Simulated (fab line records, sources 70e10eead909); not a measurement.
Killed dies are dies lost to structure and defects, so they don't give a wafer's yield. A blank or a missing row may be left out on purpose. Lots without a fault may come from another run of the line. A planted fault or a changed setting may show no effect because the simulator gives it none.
Which tool did it? | flow nand_harc | 13 lots, 39 wafers sampled, at 6 steps of a route of 1302

WHAT THE GAUGES READ, wafer by wafer
NHARC_A_ONON_D1_INSPECT_32. Usual: raw_defect_count 71, standard deviation 27.
lot  | measured     | on                | raw_defect_count        | flag
L115 | day 9 06:37  | defect_inspect-01 | 39 69 62                |
L116 | day 9 06:37  | defect_inspect-02 | 47 20 40                |
L117 | day 9 22:50  | defect_inspect-02 | 32 45 66                |
L121 | day 11 22:39 | defect_inspect-02 | 669 698 708 681 697 711 | OFF
L122 | day 12 06:45 | defect_inspect-02 | 101 66 69               |
L124 | day 12 19:20 | defect_inspect-02 | 73 90 77                |
L123 | day 12 19:11 | defect_inspect-02 | 642 654 652 647 652 650 | OFF
L125 | day 13 07:41 | defect_inspect-01 | 701 649 680 705 633 674 | OFF
L131 | day 15 17:18 | defect_inspect-01 | 78 58 56                |
L132 | day 16 05:47 | defect_inspect-02 | 50 63 53                |
L133 | day 16 16:02 | defect_inspect-02 | 75 109 80               |
L134 | day 17 00:37 | defect_inspect-02 | 66 133 96               |
L136 | day 18 06:26 | defect_inspect-01 | 51 92 57                |

NHARC_END_SORT_01. Usual: defect_limited_yield 90.7 %, standard deviation 2.6; killed_at_array 59, standard deviation 17; killed_at_other 0.7, standard deviation 0.9; killed_at_periphery 3.6, standard deviation 2.3; killed_dies 63, standard deviation 18; killed_open 3.4, standard deviation 1.9; killed_short 2.6, standard deviation 1.7.
lot  | measured     | on        | defect_limited_yield (%) | killed_at_array | killed_at_other | killed_at_periphery | killed_dies | killed_open | killed_short | flag
L124 | day 29 13:06 | prober-01 | 90.7                     | 59              | 0               | 4                   | 63          | 5           | 4            |
L131 | day 32 09:01 | prober-01 | 93.9 91.1                | 39 56           | 0 2             | 2 2                 | 41 60       | 2 6         | 1 6          |

WHICH TOOL RAN EACH LOT (tool, then ch and the chambers of the sampled wafers, then the start)
lot  | NHARC_A_ZERO_WELL_ETCH_13        | NHARC_A_ONON_D1_DEP_28           | NHARC_A_CHANNEL_HOLE_D1_ETCH_22  | NHARC_A_CHANNEL_HOLE_D1_ETCH_25
L115 | rie_si-03 ch 1,3, day 7 17:20    | pecvd_onon-01 ch 0, day 9 05:38  | har_etch-01 ch 0,1, day 9 15:42  | har_etch-01 ch 0,1, day 9 17:45
L116 | rie_si-03 ch 0,3, day 7 20:54    | pecvd_onon-04 ch 0, day 9 05:41  | har_etch-01 ch 0,1, day 9 20:04  | har_etch-01 ch 0,1, day 9 22:13
L117 | rie_si-01 ch 0,1,2, day 8 11:10  | pecvd_onon-02 ch 0, day 9 21:46  | har_etch-01 ch 0,1, day 10 03:47 | har_etch-01 ch 0,1, day 10 05:49
L121 | rie_si-01 ch 1,2,3, day 10 07:49 | pecvd_onon-01 ch 0, day 11 21:46 | -                                | -
L122 | rie_si-03 ch 0,1,2, day 10 17:06 | pecvd_onon-02 ch 0, day 12 05:42 | har_etch-01 ch 0,1, day 12 13:47 | har_etch-01 ch 0,1, day 12 15:49
L124 | rie_si-01 ch 0,3, day 11 06:19   | pecvd_onon-02 ch 0, day 12 18:23 | har_etch-02 ch 0,1, day 13 02:50 | har_etch-02 ch 0,1, day 13 04:59
L123 | rie_si-03 ch 0,2,3, day 11 06:26 | pecvd_onon-01 ch 0, day 12 18:19 | -                                | -
L125 | rie_si-04 ch 0,1,3, day 11 19:29 | pecvd_onon-01 ch 0, day 13 06:41 | -                                | -
L131 | rie_si-01 ch 0,1,3, day 14 04:00 | pecvd_onon-02 ch 0, day 15 16:13 | har_etch-02 ch 0,1, day 16 00:28 | har_etch-02 ch 0,1, day 16 02:28
L132 | rie_si-03 ch 0,1,3, day 14 17:32 | pecvd_onon-01 ch 0, day 16 04:47 | har_etch-01 ch 0,1, day 16 10:40 | har_etch-01 ch 0,1, day 16 12:39
L133 | rie_si-01 ch 1,2,3, day 15 04:17 | pecvd_onon-04 ch 0, day 16 15:04 | har_etch-01 ch 0,1, day 17 01:47 | har_etch-01 ch 0,1, day 17 03:50
L134 | rie_si-03 ch 0,1,3, day 15 13:04 | pecvd_onon-01 ch 0, day 16 23:34 | har_etch-01 ch 0,1, day 17 14:08 | har_etch-01 ch 0,1, day 17 16:10
L136 | rie_si-04 ch 0,1,3, day 16 15:54 | pecvd_onon-02 ch 0, day 18 05:23 | har_etch-01 ch 0,1, day 18 16:11 | har_etch-01 ch 0,1, day 18 18:12
- NHARC_A_ZERO_WELL_ETCH_13: etches the open film in HBr/Cl2, target depth 120 nm, time 40.1 s.
- NHARC_A_ONON_D1_DEP_28: target thk 1000 nm.
- NHARC_A_CHANNEL_HOLE_D1_ETCH_22: etches the open film in C4F8/O2/Ar, time 666.7 s, target depth 1600 nm.
- NHARC_A_CHANNEL_HOLE_D1_ETCH_25: etches the open film in C4F8/O2/Ar, time 1040.2 s, target depth 1500 nm.

WHAT THE TOOLS THEMSELVES READ (means of the sampled wafers that have a number; where no wafer has one, the mark that the record gives instead)
NHARC_A_ZERO_WELL_ETCH_13. Usual: drypump_motor_current_A 5.6 A, standard deviation 0.47; oes_product_au 1.001 a.u., standard deviation 0.0075; throttle_valve_pct 26.406 %, standard deviation 0.0094.
lot  | tool      | drypump_motor_current_A (A) | oes_product_au (a.u.) | throttle_valve_pct (%) | flag
L115 | rie_si-03 | 5.7                         | 0.999                 | 26.412                 |
L116 | rie_si-03 | 5.6                         | 1.000                 | 26.409                 |
L117 | rie_si-01 | 5.7                         | 0.996                 | 26.399                 |
L121 | rie_si-01 | 5.4                         | 1.007                 | 26.397                 |
L122 | rie_si-03 | 5.3                         | 1.007                 | 26.412                 |
L124 | rie_si-01 | 5.8                         | 0.997                 | 26.408                 |
L123 | rie_si-03 | 5.4                         | 1.010                 | 26.409                 |
L125 | rie_si-04 | 5.4                         | 0.999                 | 26.415                 |
L131 | rie_si-01 | 5.7                         | 1.002                 | 26.410                 |
L132 | rie_si-03 | 5.5                         | 1.001                 | 26.412                 |
L133 | rie_si-01 | 5.4                         | 1.001                 | 26.396                 |
L134 | rie_si-03 | 5.5                         | 1.003                 | 26.409                 |
L136 | rie_si-04 | 5.4                         | 1.006                 | 26.400                 |

NHARC_A_CHANNEL_HOLE_D1_ETCH_22. Usual: drypump_motor_current_A 5.96 A, standard deviation 0.25; showerhead_plenum_p_Torr 3.60 Torr, standard deviation 0.12; throttle_valve_pct 32.154 %, standard deviation 0.009.
lot  | tool        | drypump_motor_current_A (A) | showerhead_plenum_p_Torr (Torr) | throttle_valve_pct (%) | flag
L115 | har_etch-01 | 5.84                        | 3.62                            | 32.142                 |
L116 | har_etch-01 | 5.86                        | 3.62                            | 32.153                 |
L117 | har_etch-01 | 5.86                        | 3.61                            | 32.154                 |
L122 | har_etch-01 | 5.85                        | 3.60                            | 32.159                 |
L124 | har_etch-02 | 6.30                        | 3.52                            | 32.146                 |
L131 | har_etch-02 | 6.31                        | 3.49                            | 32.159                 |
L132 | har_etch-01 | 5.85                        | 3.57                            | 32.165                 |
L133 | har_etch-01 | 5.85                        | 3.56                            | 32.150                 |
L134 | har_etch-01 | 5.84                        | 3.61                            | 32.153                 |
L136 | har_etch-01 | 5.85                        | 3.55                            | 32.153                 |

NHARC_A_CHANNEL_HOLE_D1_ETCH_25. Usual: drypump_motor_current_A 5.96 A, standard deviation 0.25; showerhead_plenum_p_Torr 3.60 Torr, standard deviation 0.12; throttle_valve_pct 32.234 %, standard deviation 0.0091.
lot  | tool        | drypump_motor_current_A (A) | showerhead_plenum_p_Torr (Torr) | throttle_valve_pct (%) | flag
L115 | har_etch-01 | 5.86                        | 3.61                            | 32.220                 |
L116 | har_etch-01 | 5.85                        | 3.61                            | 32.234                 |
L117 | har_etch-01 | 5.84                        | 3.61                            | 32.238                 |
L122 | har_etch-01 | 5.86                        | 3.59                            | 32.231                 |
L124 | har_etch-02 | 6.31                        | 3.51                            | 32.233                 |
L131 | har_etch-02 | 6.31                        | 3.49                            | 32.237                 |
L132 | har_etch-01 | 5.86                        | 3.56                            | 32.237                 |
L133 | har_etch-01 | 5.85                        | 3.56                            | 32.236                 |
L134 | har_etch-01 | 5.84                        | 3.60                            | 32.238                 |
L136 | har_etch-01 | 5.85                        | 3.54                            | 32.234                 |

THE ANSWER, worked out from the rows above alone
Rule: a lot is off if the mean of its wafers that have a number lies more than 3 standard deviations from the usual mean. A lot without any number at a reading at which 4 lots or more have one is off too. The other lots that the step has rows for count as sound. The gauges are gone through in route order, then the tools' own readings, and for those a lot's mean is taken as printed above. The first step at which some lot is off is used, and at that step the reading that is off furthest; a lot without a number counts as furthest.
Off: L121, L123, L125, at NHARC_A_ONON_D1_INSPECT_32 (raw_defect_count).
A tool fits if, at a process step before that reading, it ran every lot that is off, and no sound lot after the first of them. The gauges at NHARC_A_ONON_D1_INSPECT_32 are tried like those tools. None of those tried fits.

WHAT THE SIMULATOR HAD PUT IN
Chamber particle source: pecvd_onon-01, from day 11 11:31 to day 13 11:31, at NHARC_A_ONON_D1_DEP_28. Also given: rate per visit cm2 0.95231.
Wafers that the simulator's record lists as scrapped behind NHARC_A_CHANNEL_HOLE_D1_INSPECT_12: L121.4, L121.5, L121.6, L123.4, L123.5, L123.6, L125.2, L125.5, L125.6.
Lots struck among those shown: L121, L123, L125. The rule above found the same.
